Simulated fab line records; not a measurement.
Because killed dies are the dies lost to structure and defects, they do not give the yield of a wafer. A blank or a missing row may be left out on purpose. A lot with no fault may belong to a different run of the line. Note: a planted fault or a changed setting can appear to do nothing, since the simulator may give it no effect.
fab line records    flow n5_finfet
[record] lots = 7  wafers = 21
route steps=1938 shown PMOS_HMC_CHANNEL_EPI@63 FIN_CUT@156 DUMMY_GATE@215 SD_EPI_N@263 SDB@350
start_h: hours from the record's first day to the start of the lot's first wafer shown    wait_h: hours elapsed since this lot's preceding step    " unchanged from the row above    L1.1+2: several wafers, shown together as one row    - no value, or no start was given    * or withheld: withheld    < > ~ a bound
route shown NAME@n: names a module that has steps shown in the file, with the first one's number in the route    usual: mean/standard deviation taken from wafers without a fault    same: alike in all rows    chamber/n: place in a boat    sites: the reading at each site    _std_site: the standard deviation of these    _edge_site: inner sites' mean taken away from outer sites' mean    radius_mm: for every site, how far away it sits from the centre of the wafer    mask NAME#n: copy n    behind: the last tool/chamber to shape the wafer    hold: why the lot went on hold/how many hours it stayed there/how the hold came to an end    device: transistor that didn't switch, given as n, p or np    end of line: tests of these same wafers at the route's end    a step with no rows: only its recipe    killed: not the wafer's yield, but the dies lost to structure and defects at the first sort    map: a wafer's dies, x killed, . not, _ none there
set.NAME: the setting as run; set.NAME@STEP: as run at that earlier step    model.NAME: the simulator's own value behind a step, which no gauge read
one table per step and one row per wafer, for lots whose settings were changed on purpose
[[steps]]
[step N5_PMOS_HMC_CHANNEL_EPI_PEB_07]
[recipe] peb_temp_c = 110  peb_time_s = 60  resist = CAR-ArF-block
lot.wafer   tool            chamber  start_h  wait_h  set.peb_temp_c
L084.3+5    litho_track-02  0        77.01    0.0     107.3
L084.4      "               0        "        "       110
L086.3+5    litho_track-02  0        89.22    0.0     110
L086.6      "               0        "        "       113.7
L089.1+6    litho_track-02  0        107.00   0.1     110
L089.2      "               0        "        "       106.5
L090.3+4    litho_track-05  0        112.88   0.0     107.9
L090.6      "               0        "        "       110
L091.3      litho_track-02  0        119.34   0.0     108.2
L091.4+6    "               0        "        "       110
L094.1+2+5  litho_track-01  0        136.91   0.1     110
L097.1+6    litho_track-05  0        155.95   0.1     112.7
L097.2      "               0        "        "       110
[step N5_PMOS_HMC_CHANNEL_EPI_DEVELOP_08]
[recipe] develop_time_s = 30  developer = TMAH  resist = CAR-ArF-block  dev_temp_c = 23  rinse_liquid = diw  dry = air_spin
lot.wafer   tool            chamber  start_h  wait_h  set.develop_time_s
L084.3+4    litho_track-02  0        -        -       30
L084.5      "               0        "        "       36.7
L086.3+5+6  litho_track-02  0        -        -       30
L089.1      litho_track-02  0        -        -       26.03
L089.2+6    "               0        "        "       30
L090.3+4+6  litho_track-05  0        -        -       30
L091.3+6    litho_track-02  0        -        -       30
L091.4      "               0        "        "       32.7
L094.1+2+5  litho_track-01  0        -        -       30
L097.1+2    litho_track-05  0        -        -       34.47
L097.6      "               0        "        "       30
[step N5_PMOS_HMC_CHANNEL_EPI_CD_MEAS_09]
[recipe] target_cd_nm = 237.4  landing_energy_ev = 500  detector = se_inlens
[usual] cd_nm = 237.7/1.1
lot.wafer  tool       chamber  start_h  wait_h  set.peb_temp_c@PMOS_HMC_CHANNEL_EPI_PEB_07  cd_nm
L084.3     cd_sem-01  0        77.08    -       107.3                                       228.2
L084.4     "          0        "        "       110                                         236.5
L084.5     "          0        "        "       107.3                                       229.6
L086.3     cd_sem-02  0        89.29    -       110                                         238.5
L086.5     "          0        "        "       110                                         237.0
L086.6     "          0        "        "       113.7                                       246.7
L089.1     cd_sem-02  0        107.07   -       110                                         236.5
L089.2     "          0        "        "       106.5                                       225.6
L089.6     "          0        "        "       110                                         238.5
L090.3     cd_sem-01  0        112.95   -       107.9                                       231.9
L090.4     "          0        "        "       107.9                                       231.2
L090.6     "          0        "        "       110                                         238.0
L091.3     cd_sem-01  0        119.41   -       108.2                                       231.8
L091.4     "          0        "        "       110                                         237.2
L091.6     "          0        "        "       110                                         237.1
L094.1     cd_sem-03  0        136.98   -       110                                         236.2
L094.2     "          0        "        "       110                                         237.8
L094.5     "          0        "        "       110                                         237.5
L097.1     cd_sem-01  0        156.02   -       112.7                                       246.3
L097.2     "          0        "        "       110                                         239.0
L097.6     "          0        "        "       112.7                                       245.5
[step N5_PMOS_HMC_CHANNEL_EPI_DESCUM_14]
[recipe] chemistry = O2  time_s = 7.9  source_power_w = 50  bias_power_w = 20  pressure_mtorr = 20  rf_frequency_hz = 2.712e+07  temp_c = 40  resist = CAR-ArF-block  o2_flow_sccm = 225
lot.wafer  tool         chamber  start_h  wait_h  set.peb_temp_c@PMOS_HMC_CHANNEL_EPI_PEB_07  model.PMOS_HMC_CHANNEL_EPI.cd_nm
L084.3     rie_diel-05  3        77.32    0.2     107.3                                       228.4
L084.4     "            0        "        "       110                                         236.1
L084.5     "            0        "        "       107.3                                       229.5
L086.3     rie_diel-06  1        89.46    0.1     110                                         238.8
L086.5     "            1        "        "       110                                         237
L086.6     "            2        "        "       113.7                                       246.8
L089.1     rie_diel-06  1        107.63   0.5     110                                         236.4
L089.2     "            0        "        "       106.5                                       225.9
L089.6     "            3        "        "       110                                         238.6
L090.3     rie_diel-04  1        113.08   0.1     107.9                                       231.8
L090.4     "            1        "        "       107.9                                       231.6
L090.6     "            3        "        "       110                                         238.3
L091.3     rie_diel-05  3        119.50   0.0     108.2                                       231.8
L091.4     "            2        "        "       110                                         237.6
L091.6     "            2        "        "       110                                         237
L094.1     rie_diel-06  2        137.07   0.0     110                                         236.3
L094.2+5   "            1,0      "        "       110                                         237.8
L097.1     rie_diel-05  3        156.40   0.3     112.7                                       246.7
L097.2     "            1        "        "       110                                         239.4
L097.6     "            1        "        "       112.7                                       245.9
[step N5_PMOS_HMC_CHANNEL_EPI_ETCH_32]
[recipe] chemistry = N2/H2  target = BARC  stop_on = SiO2  target_depth_a = 858  over_etch_frac = 0.3  time_s = 50.3  ion_energy_ev = 200  mask_material = CAR-ArF-block  pressure_mtorr = 30  source_w = 840  bias_w = 150  n2_flow_sccm = 200  h2_flow_sccm = 200
lot.wafer  tool         chamber  start_h  wait_h  set.peb_temp_c@PMOS_HMC_CHANNEL_EPI_PEB_07  model.PMOS_HMC_CHANNEL_EPI.cd_nm
L084.3     rie_diel-05  3        77.36    0.0     107.3                                       231.6
L084.4     "            0        "        "       110                                         239.2
L084.5     "            0        "        "       107.3                                       232.6
L086.3     rie_diel-06  1        89.50    0.0     110                                         240
L086.5     "            1        "        "       110                                         237.4
L086.6     "            2        "        "       113.7                                       249.6
L089.1     rie_diel-06  1        107.67   0.0     110                                         237.7
L089.2     "            0        "        "       106.5                                       228.9
L089.6     "            3        "        "       110                                         240.6
L090.3     rie_diel-04  1        113.11   0.0     107.9                                       234.6
L090.4     "            1        "        "       107.9                                       234.5
L090.6     "            3        "        "       110                                         240.6
L091.3     rie_diel-05  3        119.53   0.0     108.2                                       233.4
L091.4     "            2        "        "       110                                         240.1
L091.6     "            2        "        "       110                                         240.2
L094.1     rie_diel-06  2        137.10   0.0     110                                         239
L094.2     "            1        "        "       110                                         239.1
L094.5     "            0        "        "       110                                         240.6
L097.1     rie_diel-05  3        156.43   0.0     112.7                                       249.7
L097.2     "            1        "        "       110                                         242
L097.6     "            1        "        "       112.7                                       248.8
[step N5_FIN_CUT_COAT_29]
[recipe] resist = underlayer  temp_c = 205  time_s = 60  spin_rpm = 1500  resist_thk_nm = 10
lot.wafer   tool            chamber  start_h  wait_h  set.spin_rpm
L084.3+5    litho_track-01  0        -        -       1500
L084.4      "               0        "        "       1434
L086.3+6    litho_track-01  0        -        -       1428
L086.5      "               0        "        "       1500
L089.1+6    litho_track-03  0        -        -       1500
L089.2      "               0        "        "       1550
L090.3+4+6  litho_track-01  0        -        -       1500
L091.3+4    litho_track-01  0        -        -       1500
L091.6      "               0        "        "       1336
L094.1+2+5  litho_track-03  0        -        -       1500
L097.1+6    litho_track-01  0        -        -       1441
L097.2      "               0        "        "       1500
[step N5_FIN_CUT_EXPOSE_05]
[recipe] mask_id = FIN_CUT  na = 0.33  source_shape = annular  sigma_inner = 0.35  sigma_outer = 0.8  polarization = unpolarized  dose_mj = 45.75
lot.wafer   tool            chamber  start_h  wait_h  mask       set.dose_mj
L084.3+4    euv_scanner-01  0        86.49    -       FIN_CUT#0  45.75
L084.5      "               0        "        "       FIN_CUT#0  48.91
L086.3      euv_scanner-02  0        100.70   -       FIN_CUT#0  45.75
L086.5+6    "               0        "        "       FIN_CUT#0  42.66
L089.1+2    euv_scanner-01  0        117.85   -       FIN_CUT#0  45.75
L089.6      "               0        "        "       FIN_CUT#0  43.88
L090.3+4+6  euv_scanner-01  0        121.81   -       FIN_CUT#0  45.75
L091.3+4    euv_scanner-01  0        129.33   -       FIN_CUT#0  44.29
L091.6      "               0        "        "       FIN_CUT#0  45.75
L094.1+2+5  euv_scanner-02  0        147.05   -       FIN_CUT#0  45.75
L097.1+6    euv_scanner-01  0        164.92   -       FIN_CUT#0  45.75
L097.2      "               0        "        "       FIN_CUT#0  43.45
[step N5_FIN_CUT_PEB_06]
[recipe] peb_temp_c = 100  peb_time_s = 60  resist = CAR-EUV
[step N5_FIN_CUT_DEVELOP_07]
[recipe] develop_time_s = 30  developer = TMAH  resist = CAR-EUV  rinse_liquid = surfactant_rinse  dry = air_spin  dev_temp_c = 23
[step N5_FIN_CUT_CD_MEAS_08]
[recipe] target_cd_nm = 29.1  landing_energy_ev = 500  detector = se_inlens  polarity = opening
[usual] cd_nm = 29.13/0.25
lot.wafer  tool       chamber  start_h  wait_h  set.dose_mj@FIN_CUT_EXPOSE_05  cd_nm
L084.3     cd_sem-03  0        86.62    -       45.75                          29.21
L084.4     "          0        "        "       45.75                          29.21
L084.5     "          0        "        "       48.91                          29.98
L086.3     cd_sem-03  0        100.82   -       45.75                          29.21
L086.5     "          0        "        "       42.66                          28.51
L086.6     "          0        "        "       42.66                          28.30
L089.1     cd_sem-03  0        117.99   -       45.75                          29.19
L089.2     "          0        "        "       45.75                          29.13
L089.6     "          0        "        "       43.88                          28.40
L090.3     cd_sem-03  0        121.93   -       45.75                          29.36
L090.4     "          0        "        "       45.75                          29.05
L090.6     "          0        "        "       45.75                          29.24
L091.3     cd_sem-03  0        129.45   -       44.29                          28.61
L091.4     "          0        "        "       44.29                          28.28
L091.6     "          0        "        "       45.75                          29.18
L094.1     cd_sem-02  0        147.18   -       45.75                          29.53
L094.2     "          0        "        "       45.75                          29.47
L094.5     "          0        "        "       45.75                          29.15
L097.1     cd_sem-03  0        165.05   -       45.75                          29.17
L097.2     "          0        "        "       43.45                          28.33
L097.6     "          0        "        "       45.75                          28.88
[step N5_FIN_CUT_DESCUM_13]
[recipe] chemistry = O2  time_s = 7  source_power_w = 50  bias_power_w = 20  pressure_mtorr = 20  rf_frequency_hz = 2.712e+07  temp_c = 40  resist = CAR-EUV  o2_flow_sccm = 225
[step N5_FIN_CUT_ETCH_30]
[recipe] chemistry = N2/H2  target = underlayer  target_depth_a = 130  mask_material = CAR-EUV  time_s = 10.4  ion_energy_ev = 200  pressure_mtorr = 30  source_w = 840  bias_w = 150  n2_flow_sccm = 200  h2_flow_sccm = 200  ends = cleared
lot.wafer  tool         chamber  start_h  wait_h  set.spin_rpm@FIN_CUT_COAT_29  set.dose_mj@FIN_CUT_EXPOSE_05  model.FIN_CUT.cd_offset_nm  model.etch.depth_nm
L084.3     rie_diel-05  3        86.77    0.0     1500                          45.75                          0                           9.986
L084.4     "            2        "        "       1434                          45.75                          0                           10.22
L084.5     "            2        "        "       1500                          48.91                          1.2                         10.02
L086.3     rie_diel-06  0        101.06   0.0     1428                          45.75                          0                           10.27
L086.5     "            2        "        "       1500                          42.66                          -1                          9.979
L086.6     "            0        "        "       1428                          42.66                          -1                          10.26
L089.1     rie_diel-05  1        118.14   0.0     1500                          45.75                          0.2                         9.977
L089.2     "            2        "        "       1550                          45.75                          0.2                         9.812
L089.6     "            0        "        "       1500                          43.88                          -0.6                        10
L090.3     rie_diel-04  2        122.09   0.0     1500                          45.75                          0                           9.95
L090.4     "            1        "        "       1500                          45.75                          -0.2                        9.969
L090.6     "            3        "        "       1500                          45.75                          -0.2                        9.927
L091.3     rie_diel-05  2        129.60   0.0     1500                          44.29                          -0.6                        10.02
L091.4     "            3        "        "       1500                          44.29                          -0.8                        10.01
L091.6     "            3        "        "       1336                          45.75                          -0.2                        10.58
L094.1     rie_diel-05  3        147.34   0.0     1500                          45.75                          0                           10.02
L094.2     "            1        "        "       1500                          45.75                          0                           10.04
L094.5     "            1        "        "       1500                          45.75                          -0.2                        10.03
L097.1     rie_diel-06  2        165.21   0.0     1441                          45.75                          0.4                         10.15
L097.2     "            0        "        "       1500                          43.45                          -1                          9.946
L097.6     "            2        "        "       1441                          45.75                          -0.2                        10.14
[step N5_FIN_CUT_ETCH_20]
[recipe] chemistry = CF4  target = SiARC  target_depth_a = 260  mask_material = CAR-EUV  time_s = 43.3  ion_energy_ev = 80  pressure_mtorr = 40  source_w = 545  bias_w = 36  Ar_flow_sccm = 100  cf4_flow_sccm = 100  ends = cleared
lot.wafer  tool         chamber  start_h  wait_h  set.spin_rpm@FIN_CUT_COAT_29  set.dose_mj@FIN_CUT_EXPOSE_05  model.FIN_CUT.cd_offset_nm  model.underlayer_of_FIN_CUT_COAT_29.thk_nm
L084.3     rie_diel-05  3        86.79    0.0     1500                          45.75                          0.2                         9.2
L084.4     "            2        "        "       1434                          45.75                          0                           9.6
L084.5     "            2        "        "       1500                          48.91                          1.2                         9.2
L086.3     rie_diel-06  0        101.08   0.0     1428                          45.75                          -0.2                        9.6
L086.5     "            2        "        "       1500                          42.66                          -0.8                        9.2
L086.6     "            0        "        "       1428                          42.66                          -1.2                        9.6
L089.1     rie_diel-05  1        118.16   0.0     1500                          45.75                          0                           9.2
L089.2     "            2        "        "       1550                          45.75                          0.2                         9
L089.6     "            0        "        "       1500                          43.88                          -0.8                        9.2
L090.3+6   rie_diel-04  2,3      122.11   0.0     1500                          45.75                          -0.2                        9.2
L090.4     "            1        "        "       1500                          45.75                          -0.4                        9.2
L091.3+4   rie_diel-05  2,3      129.62   0.0     1500                          44.29                          -0.6                        9.2
L091.6     "            3        "        "       1336                          45.75                          0.2                         9.8
L094.1     rie_diel-05  3        147.36   0.0     1500                          45.75                          0.4                         9.2
L094.2     "            1        "        "       1500                          45.75                          -0.2                        9.4
L094.5     "            1        "        "       1500                          45.75                          -0.4                        9.4
L097.1     rie_diel-06  2        165.23   0.0     1441                          45.75                          0.8                         9.4
L097.2     "            0        "        "       1500                          43.45                          -1.2                        9.2
L097.6     "            2        "        "       1441                          45.75                          0.2                         9.4
[step N5_DUMMY_GATE_CVD_03]
[recipe] material = a-Si  target_thk_a = 1500  temp_c = 530  precursor = SiH4  time_s = 8042
lot.wafer  tool      chamber  start_h  wait_h  set.temp_c  model.a-Si_of_DUMMY_GATE_CVD_03.thk_nm
L084.3     -         -        -        0.1     507.1       77
L084.4     "         -        "        "       507.1       74.6
L084.5     "         -        "        "       507.1       76.2
L086.3     -         -        -        0.1     530         152.8
L086.5     "         -        "        "       530         151.8
L086.6     "         -        "        "       530         152.4
L089.1     -         -        -        0.1     551         268.8
L089.2     "         -        "        "       551         270.6
L089.6     "         -        "        "       551         269.4
L090.3     -         -        -        0.1     517.5       104.2
L090.4     "         -        "        "       517.5       104.8
L090.6     "         -        "        "       517.5       105
L091.3     -         -        -        0.1     530         152
L091.4     "         -        "        "       530         151.2
L091.6     "         -        "        "       530         150.6
L094.1     lpcvd-01  1/65     157.37   0.1     530         150.4
L094.2     "         1/70     "        "       530         150.8
L094.5     "         1/84     "        "       530         150
L097.1     -         -        -        0.1     524         127.6
L097.2     "         -        "        "       524         127.2
L097.6     "         -        "        "       524         128.4
[step N5_SD_EPI_N_COAT_33]
[recipe] resist = SiARC  temp_c = 220  time_s = 60  spin_rpm = 1500  resist_thk_nm = 35
lot.wafer   tool            chamber  start_h  wait_h  set.spin_rpm  model.SiARC_of_SD_EPI_N_COAT_33.thk_nm
L084.3      litho_track-04  0        -        -       1500          35.2
L084.4      "               0        "        "       1616          33.6
L084.5      "               0        "        "       1616          33.8
L086.3+6    litho_track-04  0        -        -       1500          35
L086.5      "               0        "        "       1500          34.8
L089.1+2+6  litho_track-05  0        -        -       1500          35.2
L090.3+4+6  litho_track-03  0        -        -       1500          35.2
L091.3+6    litho_track-04  0        -        -       1589          34.2
L091.4      "               0        "        "       1500          35.2
L094.1+2+5  litho_track-04  0        -        -       1500          35.2
L097.1      litho_track-03  0        -        -       1609          33.8
L097.2      "               0        "        "       1500          35
L097.6      "               0        "        "       1500          35.2
[step N5_SD_EPI_N_COAT_03]
[recipe] resist = CAR-ArF-block  spin_rpm = 1500  resist_thk_nm = 150
[step N5_SD_EPI_N_EBR_05]
[recipe] solvent = PGMEA  ebr_width_mm = 1.5
[step N5_SD_EPI_N_DESCUM_14]
[recipe] chemistry = O2  time_s = 7.9  source_power_w = 50  bias_power_w = 20  pressure_mtorr = 20  rf_frequency_hz = 2.712e+07  temp_c = 40  resist = CAR-ArF-block  o2_flow_sccm = 225
[step N5_SD_EPI_N_ETCH_34]
[recipe] chemistry = CF4  target = SiARC  target_depth_a = 455  mask_material = CAR-ArF-block  time_s = 75.8  ion_energy_ev = 80  pressure_mtorr = 40  source_w = 545  bias_w = 36  Ar_flow_sccm = 100  cf4_flow_sccm = 100  ends = cleared
lot.wafer  tool         chamber  start_h  wait_h  set.spin_rpm@SD_EPI_N_COAT_33  model.etch.depth_nm  model.CAR-ArF-block_of_SD_EPI_N_COAT_03.thk_nm
L084.3     rie_diel-01  3        109.27   0.0     1500                           35.12                111
L084.4     "            2        "        "       1616                           33.69                112.4
L084.5     "            2        "        "       1616                           33.79                112.6
L086.3     rie_diel-01  0        123.31   0.0     1500                           34.97                110.8
L086.5     "            0        "        "       1500                           34.9                 111
L086.6     "            1        "        "       1500                           35.06                111.2
L089.1     rie_diel-02  0        139.66   0.0     1500                           35.25                111.2
L089.2     "            1        "        "       1500                           35.15                111.4
L089.6     "            2        "        "       1500                           35.23                110.4
L090.3     rie_diel-02  0        144.16   0.0     1500                           35.16                110.8
L090.4     "            2        "        "       1500                           35.13                111
L090.6     "            1        "        "       1500                           35.19                110.4
L091.3     rie_diel-03  2        152.10   0.0     1589                           34.23                111.8
L091.4     "            1        "        "       1500                           35.24                110.8
L091.6     "            3        "        "       1589                           34.18                111.8
L094.1     rie_diel-03  3        169.32   0.0     1500                           35.17                111.2
L094.2     "            1        "        "       1500                           35.16                110.8
L094.5     "            2        "        "       1500                           35.21                110.6
L097.1     rie_diel-01  2        188.24   0.0     1609                           33.84                112.2
L097.2     "            3        "        "       1500                           35                   110.8
L097.6     "            0        "        "       1500                           35.18                110.8
[step N5_SDB_COAT_05]
[recipe] resist = CAR-ArF  spin_rpm = 1500  resist_thk_nm = 90
lot.wafer  tool            chamber  start_h  wait_h  set.spin_rpm  model.CAR-ArF_of_SDB_COAT_05.thk_nm
L084.3     litho_track-03  0        -        -       1500          90.4
L084.4     "               0        "        "       1500          90.2
L084.5     "               0        "        "       1617          86.8
L086.3+6   litho_track-04  0        -        -       1500          89.8
L086.5     "               0        "        "       1553          88
L089.1     litho_track-02  0        -        -       1500          89.8
L089.2     "               0        "        "       1609          86.6
L089.6     "               0        "        "       1609          87
L090.3     litho_track-04  0        -        -       1500          89.8
L090.4+6   "               0        "        "       1354          94.6
L091.3+6   litho_track-03  0        -        -       1417          92.8
L091.4     "               0        "        "       1417          92.6
L094.1     litho_track-03  0        -        -       1500          90
L094.2     "               0        "        "       1500          90.2
L094.5     "               0        "        "       1500          90.4
L097.1     litho_track-04  0        -        -       1396          93.2
L097.2     "               0        "        "       1396          93.4
L097.6     "               0        "        "       1500          90
[step N5_SDB_EXPOSE_08]
[recipe] mask_id = SDB  na = 1.35  source_shape = conventional  sigma_outer = 0.5  polarization = unpolarized  dose_mj = 49.6
lot.wafer   tool             chamber  start_h  wait_h  mask   set.dose_mj
L084.3      arfi_scanner-01  0        125.80   -       SDB#0  49.6
L084.4+5    "                0        "        "       SDB#0  53.13
L086.3+5+6  arfi_scanner-03  0        140.26   -       SDB#0  46.26
L089.1      arfi_scanner-01  0        156.20   -       SDB#0  51.97
L089.2+6    "                0        "        "       SDB#0  49.6
L090.3+6    arfi_scanner-03  0        160.76   -       SDB#0  47.79
L090.4      "                0        "        "       SDB#0  49.6
L091.3+4+6  arfi_scanner-03  0        170.07   -       SDB#0  49.6
L094.1+2+5  arfi_scanner-03  0        187.66   -       SDB#0  49.6
L097.1      arfi_scanner-03  0        205.66   -       SDB#0  52.53
L097.2+6    "                0        "        "       SDB#0  49.6
[step N5_SDB_PEB_09]
[recipe] peb_temp_c = withheld  peb_time_s = 60  resist = CAR-ArF
[step N5_SDB_DEVELOP_10]
[recipe] develop_time_s = 30  developer = TMAH  resist = CAR-ArF  rinse_liquid = diw  dry = air_spin  dev_temp_c = 23
lot.wafer  tool            chamber  start_h  wait_h  set.spin_rpm@SDB_COAT_05  model.CAR-ArF_of_SDB_COAT_05.thk_nm
L084.3+4   litho_track-04  0        -        -       1500                      88.6
L084.5     "               0        "        "       1617                      85.2
L086.3     litho_track-03  0        -        -       1500                      88.2
L086.5     "               0        "        "       1553                      86.4
L086.6     "               0        "        "       1500                      88
L089.1     litho_track-02  0        -        -       1500                      88.2
L089.2     "               0        "        "       1609                      85
L089.6     "               0        "        "       1609                      85.4
L090.3     litho_track-04  0        -        -       1500                      88.2
L090.4+6   "               0        "        "       1354                      92.8
L091.3+4   litho_track-04  0        -        -       1417                      91
L091.6     "               0        "        "       1417                      91.2
L094.1     litho_track-02  0        -        -       1500                      88.4
L094.2+5   "               0        "        "       1500                      88.6
L097.1     litho_track-03  0        -        -       1396                      91.4
L097.2     "               0        "        "       1396                      91.6
L097.6     "               0        "        "       1500                      88.2
[step N5_SDB_CD_MEAS_11]
[recipe] target_cd_nm = 50  landing_energy_ev = 500  detector = se_inlens  polarity = opening
[usual] cd_nm = 49.4/1.6
lot.wafer  tool       chamber  start_h  wait_h  set.dose_mj@SDB_EXPOSE_08  cd_nm
L084.3     cd_sem-03  0        125.92   -       49.6                       49.6
L084.4     "          0        "        "       53.13                      59.2
L084.5     "          0        "        "       53.13                      56.5
L086.3     cd_sem-02  0        140.38   -       46.26                      42.6
L086.5     "          0        "        "       46.26                      42.4
L086.6     "          0        "        "       46.26                      40.0
L089.1     cd_sem-02  0        156.32   -       51.97                      55.6
L089.2     "          0        "        "       49.6                       50.1
L089.6     "          0        "        "       49.6                       49.2
L090.3     cd_sem-02  0        160.88   -       47.79                      46.5
L090.4     "          0        "        "       49.6                       51.8
L090.6     "          0        "        "       47.79                      44.7
L091.3     cd_sem-02  0        170.19   -       49.6                       50.7
L091.4     "          0        "        "       49.6                       50.4
L091.6     "          0        "        "       49.6                       51.5
L094.1     cd_sem-01  0        187.78   -       49.6                       48.7
L094.2     "          0        "        "       49.6                       48.0
L094.5     "          0        "        "       49.6                       49.2
L097.1     cd_sem-03  0        205.79   -       52.53                      54.4
L097.2     "          0        "        "       49.6                       49.6
L097.6     "          0        "        "       49.6                       49.0
[step N5_SDB_DESCUM_16]
[recipe] chemistry = O2  time_s = 7.9  source_power_w = 50  bias_power_w = 20  pressure_mtorr = 20  rf_frequency_hz = 2.712e+07  temp_c = 40  resist = CAR-ArF  o2_flow_sccm = 225
lot.wafer  tool         chamber  start_h  wait_h  set.spin_rpm@SDB_COAT_05  model.CAR-ArF_of_SDB_COAT_05.thk_nm
L084.3     rie_diel-02  0        126.04   0.1     1500                      83.8
L084.4     "            3        "        "       1500                      83.6
L084.5     "            1        "        "       1617                      80.4
L086.3+6   rie_diel-01  2,3      140.46   0.0     1500                      83.2
L086.5     "            2        "        "       1553                      81.4
L089.1     rie_diel-02  2        156.41   0.0     1500                      83.2
L089.2     "            3        "        "       1609                      80
L089.6     "            0        "        "       1609                      80.4
L090.3     rie_diel-03  0        160.97   0.0     1500                      83.4
L090.4+6   "            2        "        "       1354                      88
L091.3     rie_diel-01  1        170.31   0.1     1417                      86.4
L091.4     "            3        "        "       1417                      86
L091.6     "            0        "        "       1417                      86.6
L094.1     rie_diel-01  3        187.87   0.0     1500                      83.4
L094.2     "            0        "        "       1500                      84
L094.5     "            1        "        "       1500                      83.8
L097.1+2   rie_diel-01  1,2      206.48   0.6     1396                      86.8
L097.6     "            2        "        "       1500                      83.4
[[key]]
[split] step = N5_PMOS_HMC_CHANNEL_EPI_PEB_07  setting = peb_temp_c  stated = 110  by = wafer
[response] step = N5_PMOS_HMC_CHANNEL_EPI_CD_MEAS_09  reading = cd_nm  change = +3.13  per = 1%  r = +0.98
[response] step = N5_PMOS_HMC_CHANNEL_EPI_DESCUM_14  reading = model.PMOS_HMC_CHANNEL_EPI.cd_nm  change = +3.08  per = 1%  r = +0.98
[response] step = N5_PMOS_HMC_CHANNEL_EPI_ETCH_32  reading = model.PMOS_HMC_CHANNEL_EPI.cd_nm  change = +3.19  per = 1%  r = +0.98
[split] step = N5_PMOS_HMC_CHANNEL_EPI_DEVELOP_08  setting = develop_time_s  stated = 30  by = wafer
response none clear
[split] step = N5_FIN_CUT_COAT_29  setting = spin_rpm  stated = 1500  by = wafer
[response] step = N5_FIN_CUT_ETCH_30  reading = model.etch.depth_nm  change = -0.0524  per = 1%  r = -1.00
[response] step = N5_FIN_CUT_ETCH_20  reading = model.underlayer_of_FIN_CUT_COAT_29.thk_nm  change = -0.062  per = 1%  r = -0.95
[split] step = N5_FIN_CUT_EXPOSE_05  setting = dose_mj  stated = 45.75  by = wafer
[response] step = N5_FIN_CUT_CD_MEAS_08  reading = cd_nm  change = +0.135  per = 1%  r = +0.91
[response] step = N5_FIN_CUT_ETCH_30  reading = model.FIN_CUT.cd_offset_nm  change = +0.175  per = 1%  r = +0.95
[response] step = N5_FIN_CUT_ETCH_20  reading = model.FIN_CUT.cd_offset_nm  change = +0.191  per = 1%  r = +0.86
[split] step = N5_DUMMY_GATE_CVD_03  setting = temp_c  stated = 530  by = lot
[response] step = N5_DUMMY_GATE_CVD_03  reading = model.a-Si_of_DUMMY_GATE_CVD_03.thk_nm  change = +23.4  per = 1%  r = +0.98
[split] step = N5_SD_EPI_N_COAT_33  setting = spin_rpm  stated = 1500  by = wafer
[response] step = N5_SD_EPI_N_COAT_33  reading = model.SiARC_of_SD_EPI_N_COAT_33.thk_nm  change = -0.183  per = 1%  r = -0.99
[response] step = N5_SD_EPI_N_ETCH_34  reading = model.etch.depth_nm  change = -0.175  per = 1%  r = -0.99
[response] step = N5_SD_EPI_N_ETCH_34  reading = model.CAR-ArF-block_of_SD_EPI_N_COAT_03.thk_nm  change = +0.187  per = 1%  r = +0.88
[split] step = N5_SDB_COAT_05  setting = spin_rpm  stated = 1500  by = wafer
[response] step = N5_SDB_COAT_05  reading = model.CAR-ArF_of_SDB_COAT_05.thk_nm  change = -0.465  per = 1%  r = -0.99
[response] step = N5_SDB_DEVELOP_10  reading = model.CAR-ArF_of_SDB_COAT_05.thk_nm  change = -0.454  per = 1%  r = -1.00
[response] step = N5_SDB_DESCUM_16  reading = model.CAR-ArF_of_SDB_COAT_05.thk_nm  change = -0.455  per = 1%  r = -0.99
[split] step = N5_SDB_EXPOSE_08  setting = dose_mj  stated = 49.6  by = wafer
[response] step = N5_SDB_CD_MEAS_11  reading = cd_nm  change = +1.15  per = 1%  r = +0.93
